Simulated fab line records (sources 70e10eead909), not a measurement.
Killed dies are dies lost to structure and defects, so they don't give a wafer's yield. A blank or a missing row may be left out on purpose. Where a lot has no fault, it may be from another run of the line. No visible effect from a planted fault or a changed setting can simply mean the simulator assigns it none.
A sampling plan put to the test || flow nandHarc || each of the 26 faults these records tell of, on one fab line, judged from the records of the lots it struck
The plan consists of the line's own looks: route steps at which the wafer is read by a gauge or an inspection but not changed. A look is open to judgement when struck wafers have a number at it and the file gives its usual mean and standard deviation on fault-free wafers. Caught: the struck wafers' mean, at a look after the fault's first step, is 4 or more of those standard deviations (sigma) away from the usual mean. On the tool: the identical test, applied to the tool's own readings at the steps of the fault. Also counted as caught: the struck wafers showing another recipe, or a record that is empty for them alone.

## THE FAULTS, as the simulator had put them in
1. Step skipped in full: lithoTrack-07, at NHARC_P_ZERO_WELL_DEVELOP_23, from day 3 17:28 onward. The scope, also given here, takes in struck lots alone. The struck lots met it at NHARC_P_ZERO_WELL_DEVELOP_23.
2. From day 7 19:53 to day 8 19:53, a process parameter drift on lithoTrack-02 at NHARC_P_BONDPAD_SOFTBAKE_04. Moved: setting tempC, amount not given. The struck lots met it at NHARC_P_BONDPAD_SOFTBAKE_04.
3. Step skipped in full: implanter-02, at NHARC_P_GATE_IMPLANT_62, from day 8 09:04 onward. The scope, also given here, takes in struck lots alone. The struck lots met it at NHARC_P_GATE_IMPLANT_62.
4. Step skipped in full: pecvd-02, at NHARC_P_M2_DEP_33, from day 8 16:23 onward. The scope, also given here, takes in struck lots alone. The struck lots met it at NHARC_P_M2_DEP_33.
5. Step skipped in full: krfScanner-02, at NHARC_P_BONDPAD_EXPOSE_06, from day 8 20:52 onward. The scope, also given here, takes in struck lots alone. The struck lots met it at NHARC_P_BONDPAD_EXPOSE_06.
6. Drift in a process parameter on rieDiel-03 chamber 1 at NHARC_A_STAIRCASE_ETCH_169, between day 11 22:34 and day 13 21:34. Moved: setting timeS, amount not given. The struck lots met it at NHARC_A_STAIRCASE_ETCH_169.
7. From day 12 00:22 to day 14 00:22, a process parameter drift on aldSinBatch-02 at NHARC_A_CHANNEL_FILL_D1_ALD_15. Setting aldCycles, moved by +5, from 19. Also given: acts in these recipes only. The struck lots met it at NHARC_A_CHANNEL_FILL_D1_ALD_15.
8. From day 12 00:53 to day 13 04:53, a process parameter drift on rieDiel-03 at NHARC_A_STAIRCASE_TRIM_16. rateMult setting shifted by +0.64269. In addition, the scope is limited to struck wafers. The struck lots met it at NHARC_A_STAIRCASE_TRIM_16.
9. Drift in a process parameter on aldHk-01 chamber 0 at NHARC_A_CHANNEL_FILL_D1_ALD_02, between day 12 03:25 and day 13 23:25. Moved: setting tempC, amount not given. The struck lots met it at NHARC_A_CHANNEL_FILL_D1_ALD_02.
10. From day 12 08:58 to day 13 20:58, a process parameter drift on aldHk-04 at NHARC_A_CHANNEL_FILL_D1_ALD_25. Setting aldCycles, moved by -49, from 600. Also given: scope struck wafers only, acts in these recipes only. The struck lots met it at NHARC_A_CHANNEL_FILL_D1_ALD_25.
11. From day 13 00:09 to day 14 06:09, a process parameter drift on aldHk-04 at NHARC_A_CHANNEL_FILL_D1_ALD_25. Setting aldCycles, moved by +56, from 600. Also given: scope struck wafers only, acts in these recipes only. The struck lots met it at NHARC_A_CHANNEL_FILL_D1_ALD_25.
12. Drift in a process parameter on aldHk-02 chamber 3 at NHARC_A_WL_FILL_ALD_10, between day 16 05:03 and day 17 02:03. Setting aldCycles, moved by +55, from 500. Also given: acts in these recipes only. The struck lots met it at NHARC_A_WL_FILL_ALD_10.
13. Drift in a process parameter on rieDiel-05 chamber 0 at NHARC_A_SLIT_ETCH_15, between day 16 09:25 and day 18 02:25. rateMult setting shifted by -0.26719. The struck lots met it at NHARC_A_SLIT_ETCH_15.
14. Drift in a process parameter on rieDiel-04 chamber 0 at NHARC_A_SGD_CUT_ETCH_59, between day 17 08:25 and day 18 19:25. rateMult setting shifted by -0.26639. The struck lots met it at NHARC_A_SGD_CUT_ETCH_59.
15. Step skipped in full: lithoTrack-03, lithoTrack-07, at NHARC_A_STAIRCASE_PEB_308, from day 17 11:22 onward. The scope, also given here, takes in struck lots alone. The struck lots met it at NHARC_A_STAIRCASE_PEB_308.
16. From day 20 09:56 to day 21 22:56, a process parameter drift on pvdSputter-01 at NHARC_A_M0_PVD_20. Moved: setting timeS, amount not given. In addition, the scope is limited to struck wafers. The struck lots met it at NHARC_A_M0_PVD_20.
17. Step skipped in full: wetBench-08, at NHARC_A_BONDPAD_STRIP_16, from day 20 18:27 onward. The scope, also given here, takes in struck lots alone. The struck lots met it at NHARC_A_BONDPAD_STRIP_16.
18. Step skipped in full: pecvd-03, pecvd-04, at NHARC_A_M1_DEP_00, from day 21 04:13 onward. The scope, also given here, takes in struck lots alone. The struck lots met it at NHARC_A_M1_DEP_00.
19. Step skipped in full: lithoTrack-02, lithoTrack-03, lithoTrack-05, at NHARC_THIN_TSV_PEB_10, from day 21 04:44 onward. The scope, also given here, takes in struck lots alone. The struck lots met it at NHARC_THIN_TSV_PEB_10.
20. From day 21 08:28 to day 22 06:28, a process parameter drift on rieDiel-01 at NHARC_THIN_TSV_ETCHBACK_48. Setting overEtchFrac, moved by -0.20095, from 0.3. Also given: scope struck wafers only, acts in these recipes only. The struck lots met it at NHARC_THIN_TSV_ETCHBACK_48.
21. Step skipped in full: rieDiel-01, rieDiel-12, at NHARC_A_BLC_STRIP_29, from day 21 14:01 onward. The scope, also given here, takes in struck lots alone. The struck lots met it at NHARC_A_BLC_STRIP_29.
22. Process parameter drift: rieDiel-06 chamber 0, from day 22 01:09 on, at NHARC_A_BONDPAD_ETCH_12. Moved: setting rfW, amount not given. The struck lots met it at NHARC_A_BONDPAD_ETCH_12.
23. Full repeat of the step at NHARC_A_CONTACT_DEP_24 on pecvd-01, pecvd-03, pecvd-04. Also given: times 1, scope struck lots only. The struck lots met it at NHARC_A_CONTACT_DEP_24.
24. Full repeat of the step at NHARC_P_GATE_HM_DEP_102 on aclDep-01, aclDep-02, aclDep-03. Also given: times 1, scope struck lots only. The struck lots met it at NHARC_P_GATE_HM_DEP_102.
25. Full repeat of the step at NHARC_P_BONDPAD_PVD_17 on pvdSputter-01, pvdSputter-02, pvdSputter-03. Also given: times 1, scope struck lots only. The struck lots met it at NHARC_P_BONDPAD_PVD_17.
26. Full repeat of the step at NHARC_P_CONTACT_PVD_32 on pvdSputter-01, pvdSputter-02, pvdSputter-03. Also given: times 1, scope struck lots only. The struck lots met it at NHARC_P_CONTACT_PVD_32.

## WHAT THE PLAN SAW
{"fault": 1, "on the tool itself": "the tool's record is blank for the struck wafers", "first look that catches it": "none of the 2 looks that can be judged after it", "reading, sigma": "-", "median hours from its first step to that look": "-", "hours from the fault's start to the first struck lot there": "-", "judged looks passed uncaught": 2}
{"fault": 2, "on the tool itself": "plateTempC +5.5 sigma", "first look that catches it": "none of the 2 looks that can be judged after it", "reading, sigma": "-", "median hours from its first step to that look": "-", "hours from the fault's start to the first struck lot there": "-", "judged looks passed uncaught": 2}
{"fault": 3, "on the tool itself": "the tool's record is blank for the struck wafers", "first look that catches it": "no look after it can be judged", "reading, sigma": "-", "median hours from its first step to that look": "-", "hours from the fault's start to the first struck lot there": "-", "judged looks passed uncaught": 0}
{"fault": 4, "on the tool itself": "the tool's record is blank for the struck wafers", "first look that catches it": "no look after it can be judged", "reading, sigma": "-", "median hours from its first step to that look": "-", "hours from the fault's start to the first struck lot there": "-", "judged looks passed uncaught": 0}
{"fault": 5, "on the tool itself": "no reading that can be judged", "first look that catches it": "no look after it can be judged", "reading, sigma": "-", "median hours from its first step to that look": "-", "hours from the fault's start to the first struck lot there": "-", "judged looks passed uncaught": 0}
{"fault": 6, "on the tool itself": "runLengthS +42 sigma", "first look that catches it": "not the one look that can be judged after it", "reading, sigma": "-", "median hours from its first step to that look": "-", "hours from the fault's start to the first struck lot there": "-", "judged looks passed uncaught": 1}
{"fault": 7, "on the tool itself": "under 2 sigma", "first look that catches it": "not the one look that can be judged after it", "reading, sigma": "-", "median hours from its first step to that look": "-", "hours from the fault's start to the first struck lot there": "-", "judged looks passed uncaught": 1}
{"fault": 8, "on the tool itself": "oesProductAu +54 sigma", "first look that catches it": "no look after it can be judged", "reading, sigma": "-", "median hours from its first step to that look": "-", "hours from the fault's start to the first struck lot there": "-", "judged looks passed uncaught": 0}
{"fault": 9, "on the tool itself": "susceptorTempC -15 sigma", "first look that catches it": "no look after it can be judged", "reading, sigma": "-", "median hours from its first step to that look": "-", "hours from the fault's start to the first struck lot there": "-", "judged looks passed uncaught": 0}
{"fault": 10, "on the tool itself": "under 2 sigma", "first look that catches it": "not the one look that can be judged after it", "reading, sigma": "-", "median hours from its first step to that look": "-", "hours from the fault's start to the first struck lot there": "-", "judged looks passed uncaught": 1}
{"fault": 11, "on the tool itself": "under 2 sigma", "first look that catches it": "no look after it can be judged", "reading, sigma": "-", "median hours from its first step to that look": "-", "hours from the fault's start to the first struck lot there": "-", "judged looks passed uncaught": 0}
{"fault": 12, "on the tool itself": "under 2 sigma", "first look that catches it": "no look after it can be judged", "reading, sigma": "-", "median hours from its first step to that look": "-", "hours from the fault's start to the first struck lot there": "-", "judged looks passed uncaught": 0}
{"fault": 13, "on the tool itself": "oesProductAu -24 sigma", "first look that catches it": "no look after it can be judged", "reading, sigma": "-", "median hours from its first step to that look": "-", "hours from the fault's start to the first struck lot there": "-", "judged looks passed uncaught": 0}
{"fault": 14, "on the tool itself": "oesProductAu -25 sigma", "first look that catches it": "no look after it can be judged", "reading, sigma": "-", "median hours from its first step to that look": "-", "hours from the fault's start to the first struck lot there": "-", "judged looks passed uncaught": 0}
{"fault": 15, "on the tool itself": "the tool's record is blank for the struck wafers", "first look that catches it": "no look after it can be judged", "reading, sigma": "-", "median hours from its first step to that look": "-", "hours from the fault's start to the first struck lot there": "-", "judged looks passed uncaught": 0}
{"fault": 16, "on the tool itself": "under 2 sigma", "first look that catches it": "no look after it can be judged", "reading, sigma": "-", "median hours from its first step to that look": "-", "hours from the fault's start to the first struck lot there": "-", "judged looks passed uncaught": 0}
{"fault": 17, "on the tool itself": "the tool's record is blank for the struck wafers", "first look that catches it": "no look after it can be judged", "reading, sigma": "-", "median hours from its first step to that look": "-", "hours from the fault's start to the first struck lot there": "-", "judged looks passed uncaught": 0}
{"fault": 18, "on the tool itself": "the tool's record is blank for the struck wafers", "first look that catches it": "no look after it can be judged", "reading, sigma": "-", "median hours from its first step to that look": "-", "hours from the fault's start to the first struck lot there": "-", "judged looks passed uncaught": 0}
{"fault": 19, "on the tool itself": "the tool's record is blank for the struck wafers", "first look that catches it": "no look after it can be judged", "reading, sigma": "-", "median hours from its first step to that look": "-", "hours from the fault's start to the first struck lot there": "-", "judged looks passed uncaught": 0}
{"fault": 20, "on the tool itself": "under 2 sigma", "first look that catches it": "not the one look that can be judged after it", "reading, sigma": "-", "median hours from its first step to that look": "-", "hours from the fault's start to the first struck lot there": "-", "judged looks passed uncaught": 1}
{"fault": 21, "on the tool itself": "the tool's record is blank for the struck wafers", "first look that catches it": "no look after it can be judged", "reading, sigma": "-", "median hours from its first step to that look": "-", "hours from the fault's start to the first struck lot there": "-", "judged looks passed uncaught": 0}
{"fault": 22, "on the tool itself": "rfFwdPowerW -99 or beyond sigma", "first look that catches it": "no look after it can be judged", "reading, sigma": "-", "median hours from its first step to that look": "-", "hours from the fault's start to the first struck lot there": "-", "judged looks passed uncaught": 0}
{"fault": 23, "on the tool itself": "under 2 sigma", "first look that catches it": "not the one look that can be judged after it", "reading, sigma": "-", "median hours from its first step to that look": "-", "hours from the fault's start to the first struck lot there": "-", "judged looks passed uncaught": 1}
{"fault": 24, "on the tool itself": "under 2 sigma", "first look that catches it": "none of the 2 looks that can be judged after it", "reading, sigma": "-", "median hours from its first step to that look": "-", "hours from the fault's start to the first struck lot there": "-", "judged looks passed uncaught": 2}
{"fault": 25, "on the tool itself": "under 2 sigma", "first look that catches it": "not the one look that can be judged after it", "reading, sigma": "-", "median hours from its first step to that look": "-", "hours from the fault's start to the first struck lot there": "-", "judged looks passed uncaught": 1}
{"fault": 26, "on the tool itself": "under 2 sigma", "first look that catches it": "not the one look that can be judged after it", "reading, sigma": "-", "median hours from its first step to that look": "-", "hours from the fault's start to the first struck lot there": "-", "judged looks passed uncaught": 1}
A dash: the fault isn't caught, or these records don't give the number.

Caught at a look: 0 of 26. Caught on the tool: 15 of 26. By one or the other: 15 of 26.
On the tool alone, faults 1, 2, 3, 4, 6, 8, 9, 13, 14, 15, 17, 18, 19, 21, 22 were caught.
Caught by neither: faults 5, 7, 10, 11, 12, 16, 20, 23, 24, 25, 26.
